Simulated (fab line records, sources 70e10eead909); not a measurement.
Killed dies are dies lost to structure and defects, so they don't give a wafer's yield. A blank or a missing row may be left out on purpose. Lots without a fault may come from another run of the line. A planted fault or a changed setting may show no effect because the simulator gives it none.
Chamber matching | flow nand_harc | NHARC_P_M0_PRE_CLEAN_31 on pecvd-04: 3 sister chambers
The step time 12 s. 14 wafers are shown with their chamber, then 7 later ones without.

WAFERS WITH THEIR CHAMBER
wafer  | chamber | susceptor_temp_C (C) | heater_power_w (W)
L074.2 | 1       | 369.72               | 614
L074.5 | 0       | 370.28               | 629
L074.6 | 2       | 369.92               | 644
L075.1 | 1       | 369.70               | 566
L075.4 | 0       | 370.20               | 607
L075.5 | 1       | 369.70               | 586
L077.1 | 1       | 370.12               | 659
L077.3 | 1       | 369.93               | 650
L077.6 | 1       | 369.99               | 664
L082.2 | 0       | 369.94               | 712
L082.5 | 0       | 370.15               | 703
L082.6 | 2       | 369.96               | 695
L085.2 | 0       | 370.01               | 564
L085.3 | 2       | 369.45               | 628

SIGNATURES (means of the wafers above)
reading          | chamber 0 | chamber 1 | chamber 2 | scatter within a chamber
susceptor_temp_C | 370.1160  | 369.8600  | 369.7767  | 0.19
heater_power_w   | 643.00    | 623.17    | 655.67    | 49.5
Rule: a wafer's distance from a chamber is the root of the sum, over the readings, of the square of ((its reading less the chamber's mean) divided by the reading's scatter). The wafer belongs to the nearest chamber; if the next one is less than 2 further off, it can't be placed. The scatter: the root of (the sum of the squares of (reading less its chamber's mean) over the shown wafers, divided by (wafers less chambers)).

WAFERS WITHOUT THEIR CHAMBER
wafer  | susceptor_temp_C (C) | heater_power_w (W)
L085.5 | 369.50               | 569
L093.1 | 370.02               | 660
L093.3 | 370.11               | 678
L093.4 | 370.20               | 609
L096.1 | 369.94               | 605
L096.4 | 370.07               | 590
L096.5 | 369.90               | 587

WHICH CHAMBER EACH WENT THROUGH
wafer  | from the rows above          | in truth
L085.5 | can't be placed: 1 or 2 or 0 | 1
L093.1 | can't be placed: 0 or 1 or 2 | 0
L093.3 | can't be placed: 0 or 1 or 2 | 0
L093.4 | can't be placed: 0 or 1 or 2 | 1
L096.1 | can't be placed: 1 or 0 or 2 | 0
L096.4 | can't be placed: 0 or 1 or 2 | 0
L096.5 | can't be placed: 1 or 2 or 0 | 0
Placed correctly: 0 of 7. Can't be placed from these rows: 7 (the true chamber is among the candidates in 7). Placed wrongly: 0.
